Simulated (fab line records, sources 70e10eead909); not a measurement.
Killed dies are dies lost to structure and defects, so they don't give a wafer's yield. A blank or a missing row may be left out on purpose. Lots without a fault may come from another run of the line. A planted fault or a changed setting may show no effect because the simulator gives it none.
Which tool did it? | flow nand_harc | 24 lots, 72 wafers sampled, at 4 steps of a route of 1302

WHAT THE GAUGES READ, wafer by wafer
NHARC_A_SLIT_CD_MEAS_09: target cd 300 nm.
lot  | measured     | on        | cd_nm (nm)
L075 | day 20 05:47 | cd_sem-02 | 300.5 300.3 300.0
L074 | day 20 05:56 | cd_sem-01 | 300.3 300.6 299.5
L076 | day 20 13:06 | cd_sem-02 | 300.4 299.8 300.2
L077 | day 20 21:14 | cd_sem-01 | 300.8 300.4 300.3
L078 | day 22 06:52 | cd_sem-03 | 300.5 300.1 300.7
L079 | day 22 11:11 | cd_sem-01 | 299.7 299.8 300.1
L081 | day 22 17:37 | cd_sem-02 | 299.7 300.7 299.8
L082 | day 22 19:53 | cd_sem-03 | 299.2 299.3 299.6
L080 | day 22 21:16 | cd_sem-02 | 300.4 300.1 300.6
L083 | day 23 20:24 | cd_sem-02 | 299.9 299.4 300.3
L086 | day 23 20:33 | cd_sem-03 | 299.7 300.6 300.6
L085 | day 23 21:59 | cd_sem-03 | 300.8 300.4 300.6
L084 | day 24 00:07 | cd_sem-02 | 301.0 299.9 300.5
L087 | day 24 16:49 | cd_sem-03 | 300.6 300.5 299.6
L090 | day 26 03:13 | cd_sem-01 | 300.0 300.3 300.3
L088 | day 26 03:25 | cd_sem-01 | 299.9 300.3 300.4
L089 | day 26 03:44 | cd_sem-01 | 299.5 299.7 299.4
L092 | day 27 15:41 | cd_sem-02 | 300.3 300.2 299.3
L091 | day 27 15:58 | cd_sem-03 | 301.2 300.3 300.5
L093 | day 28 01:38 | cd_sem-01 | 300.0 301.0 301.4
L094 | day 28 03:04 | cd_sem-03 | 300.7 300.3 299.8
L095 | day 28 10:07 | cd_sem-01 | 299.8 300.0 299.9
L097 | day 29 00:30 | cd_sem-03 | 300.5 299.1 299.9
L096 | day 29 06:40 | cd_sem-02 | 299.9 300.2 300.7

NHARC_A_WL_FILL_INSPECT_15.
lot  | measured     | on                | raw_defect_count
L075 | day 21 18:23 | defect_inspect-02 | 554 437 516
L074 | day 21 15:49 | defect_inspect-01 | 471 379 588
L076 | day 21 21:52 | defect_inspect-01 | 360 413 443
L077 | day 22 10:46 | defect_inspect-02 | 591 500 619
L078 | day 23 16:10 | defect_inspect-02 | 371 428 475
L079 | day 23 16:13 | defect_inspect-01 | 352 383 353
L081 | day 24 03:08 | defect_inspect-02 | 691 732 468
L082 | day 24 07:20 | defect_inspect-01 | 605 557 465
L080 | day 24 07:12 | defect_inspect-02 | 251 291 332
L083 | day 25 04:55 | defect_inspect-02 | 358 438 327
L086 | day 25 04:54 | defect_inspect-02 | 318 418 384
L085 | day 25 11:52 | defect_inspect-01 | 281 328 295
L084 | day 25 11:42 | defect_inspect-02 | 461 464 404
L087 | day 26 01:01 | defect_inspect-01 | 361 499 412
L090 | day 27 15:28 | defect_inspect-02 | 459 504 407
L088 | day 27 13:02 | defect_inspect-01 | 367 300 351
L089 | day 27 13:08 | defect_inspect-02 | 584 566 470
L092 | day 29 03:48 | defect_inspect-01 | 733 596 695
L091 | day 29 03:49 | defect_inspect-02 | 484 455 406
L093 | day 29 13:38 | defect_inspect-01 | 468 455 335
L094 | day 29 16:45 | defect_inspect-02 | 599 600 383
L095 | day 29 16:52 | defect_inspect-01 | 581 432 486
L097 | day 30 09:08 | defect_inspect-02 | 414 379 395
L096 | day 30 15:28 | defect_inspect-02 | 446 392 335

WHICH TOOL RAN EACH LOT (tool, then ch and the chambers of the sampled wafers, then the start)
lot  | NHARC_A_SLIT_ETCH_24               | NHARC_A_WL_FILL_STRIP_27
L075 | rie_diel-03 ch 0,2, day 20 06:04   | plasma_asher-02 ch 0,1, day 20 21:06
L074 | rie_diel-13 ch 1,3, day 20 06:13   | plasma_asher-01 ch 0,1, day 20 21:05
L076 | rie_diel-06 ch 1,2,3, day 20 13:23 | plasma_asher-02 ch 0,1, day 21 04:08
L077 | rie_diel-03 ch 1,2,3, day 20 21:30 | plasma_asher-02 ch 0,1, day 21 14:41
L078 | rie_diel-13 ch 0,1,3, day 22 07:08 | plasma_asher-02 ch 0,1, day 22 22:13
L079 | rie_diel-13 ch 1,2,3, day 22 11:27 | plasma_asher-01 ch 0,1, day 23 02:13
L081 | rie_diel-06 ch 1,2,3, day 22 17:54 | plasma_asher-01 ch 0,1, day 23 09:40
L082 | rie_diel-06 ch 0,1,2, day 22 20:09 | plasma_asher-01 ch 0,1, day 23 14:46
L080 | rie_diel-03 ch 0,2, day 22 21:32   | plasma_asher-01 ch 0,1, day 23 14:58
L083 | rie_diel-03 ch 0,1,2, day 23 20:41 | plasma_asher-02 ch 0,1, day 24 11:25
L086 | rie_diel-03 ch 0,1,3, day 23 21:29 | plasma_asher-01 ch 0,1, day 24 13:24
L085 | rie_diel-06 ch 1,2,3, day 23 22:16 | plasma_asher-02 ch 0,1, day 24 16:47
L084 | rie_diel-03 ch 1,2,3, day 24 00:24 | plasma_asher-01 ch 0,1, day 24 17:10
L087 | rie_diel-03 ch 1,2, day 24 17:04   | plasma_asher-02 ch 0,1, day 25 07:41
L090 | rie_diel-06 ch 0,1,2, day 26 03:31 | plasma_asher-02 ch 0,1, day 26 18:12
L088 | rie_diel-13 ch 0,2,3, day 26 03:41 | plasma_asher-01 ch 0,1, day 26 18:31
L089 | rie_diel-03 ch 0,1,3, day 26 04:02 | plasma_asher-02 ch 0,1, day 26 22:20
L092 | rie_diel-03 ch 0,3, day 27 15:58   | plasma_asher-01 ch 0,1, day 28 06:38
L091 | rie_diel-13 ch 0,1, day 27 16:14   | plasma_asher-01 ch 0,1, day 28 10:37
L093 | rie_diel-03 ch 0,2,3, day 28 01:55 | plasma_asher-01 ch 0,1, day 28 21:24
L094 | rie_diel-13 ch 0,2, day 28 03:20   | plasma_asher-02 ch 0,1, day 28 21:43
L095 | rie_diel-06 ch 1,2, day 28 10:23   | plasma_asher-02 ch 0,1, day 29 01:06
L097 | rie_diel-03 ch 0,1,2, day 29 00:46 | plasma_asher-02 ch 0, day 29 15:23
L096 | rie_diel-06 ch 1,2,3, day 29 06:56 | plasma_asher-02 ch 0,1, day 29 21:40
- NHARC_A_SLIT_ETCH_24: etches the open film in CF4/CHF3, target depth 121 nm, time 60.5 s.
- NHARC_A_WL_FILL_STRIP_27: strips in N2/H2, time 20 s.

WHAT THE TOOLS THEMSELVES READ (means of the sampled wafers that have a number; where no wafer has one, the mark that the record gives instead)
NHARC_A_SLIT_ETCH_24.
lot  | tool        | drypump_motor_current_A (A) | oes_product_au (a.u.) | rf_vpp_V (V) | showerhead_plenum_p_Torr (Torr) | throttle_valve_pct (%)
L075 | rie_diel-03 | 5.2                         | 0.940                 | 373.8        | 1.67                            | 16.816
L074 | rie_diel-13 | 5.2                         | 0.966                 | 371.6        | 1.60                            | 16.799
L076 | rie_diel-06 | 5.8                         | 0.947                 | 367.8        | 1.48                            | 16.804
L077 | rie_diel-03 | 5.0                         | 0.962                 | 371.0        | 1.60                            | 16.809
L078 | rie_diel-13 | 5.3                         | 0.929                 | 370.4        | 1.56                            | 16.805
L079 | rie_diel-13 | 5.0                         | 0.971                 | 370.7        | 1.58                            | 16.799
L081 | rie_diel-06 | 5.8                         | 0.969                 | 366.9        | 1.48                            | 16.802
L082 | rie_diel-06 | 5.5                         | 0.971                 | 368.1        | 1.52                            | 16.801
L080 | rie_diel-03 | 5.1                         | 0.973                 | 373.3        | 1.66                            | 16.812
L083 | rie_diel-03 | 5.1                         | 0.974                 | 371.7        | 1.62                            | 16.800
L086 | rie_diel-03 | 5.1                         | 0.951                 | 371.3        | 1.59                            | 16.806
L085 | rie_diel-06 | 5.8                         | 0.962                 | 367.3        | 1.48                            | 16.809
L084 | rie_diel-03 | 5.1                         | 0.974                 | 371.8        | 1.60                            | 16.794
L087 | rie_diel-03 | 5.1                         | 0.968                 | 371.6        | 1.58                            | 16.804
L090 | rie_diel-06 | 5.5                         | 0.971                 | 368.6        | 1.52                            | 16.799
L088 | rie_diel-13 | 5.4                         | 0.932                 | 372.5        | 1.60                            | 16.803
L089 | rie_diel-03 | 5.0                         | 0.967                 | 370.4        | 1.59                            | 16.799
L092 | rie_diel-03 | 5.0                         | 0.928                 | 371.5        | 1.61                            | 16.812
L091 | rie_diel-13 | 5.0                         | 0.984                 | 368.8        | 1.50                            | 16.800
L093 | rie_diel-03 | 5.0                         | 0.969                 | 372.9        | 1.64                            | 16.807
L094 | rie_diel-13 | 5.4                         | 0.928                 | 370.7        | 1.57                            | 16.805
L095 | rie_diel-06 | 5.4                         | 0.950                 | 367.9        | 1.48                            | 16.802
L097 | rie_diel-03 | 5.1                         | 0.981                 | 371.7        | 1.62                            | 16.815
L096 | rie_diel-06 | 5.8                         | 0.959                 | 367.4        | 1.48                            | 16.803

NHARC_A_WL_FILL_STRIP_27.
lot  | tool            | drypump_motor_current_A (A) | heater_power_w (W)
L075 | plasma_asher-02 | 5.8                         | 340
L074 | plasma_asher-01 | 6.4                         | 320
L076 | plasma_asher-02 | 5.8                         | 331
L077 | plasma_asher-02 | 5.8                         | 336
L078 | plasma_asher-02 | 5.2                         | 352
L079 | plasma_asher-01 | 6.5                         | 302
L081 | plasma_asher-01 | 6.5                         | 308
L082 | plasma_asher-01 | 6.4                         | 335
L080 | plasma_asher-01 | 6.4                         | 330
L083 | plasma_asher-02 | 5.2                         | 351
L086 | plasma_asher-01 | 6.5                         | 313
L085 | plasma_asher-02 | 5.2                         | 352
L084 | plasma_asher-01 | 6.5                         | 307
L087 | plasma_asher-02 | 5.2                         | 355
L090 | plasma_asher-02 | 5.8                         | 326
L088 | plasma_asher-01 | 6.4                         | 331
L089 | plasma_asher-02 | 5.2                         | 351
L092 | plasma_asher-01 | 6.5                         | 303
L091 | plasma_asher-01 | 6.3                         | 338
L093 | plasma_asher-01 | 6.4                         | 308
L094 | plasma_asher-02 | 5.2                         | 355
L095 | plasma_asher-02 | 5.2                         | 358
L097 | plasma_asher-02 | 6.3                         | 305
L096 | plasma_asher-02 | 5.8                         | 331

THE ANSWER, worked out from the rows above alone
Rule: what is usual is taken from the lots themselves. Put in order of their means at a reading, lots are off if they are a third of the lots or fewer, leave a main group of 4 or more, and stand apart from it by a gap of 3 or more times the standard deviation of the main group's means; of several such gaps the widest counts. A main group whose means are all the same, to the digits that the tables above print for the reading, isn't used. A lot without any number at a reading at which 4 lots or more have one is off too. The other lots that the step has rows for count as sound. The gauges are gone through in route order, then the tools' own readings, and for those a lot's mean is taken as printed above. The first step at which some lot is off is used, and at that step the reading that is off furthest; a lot without a number counts as furthest.
No lot is off at any reading shown: from this, nothing can be told.

WHAT THE SIMULATOR HAD PUT IN
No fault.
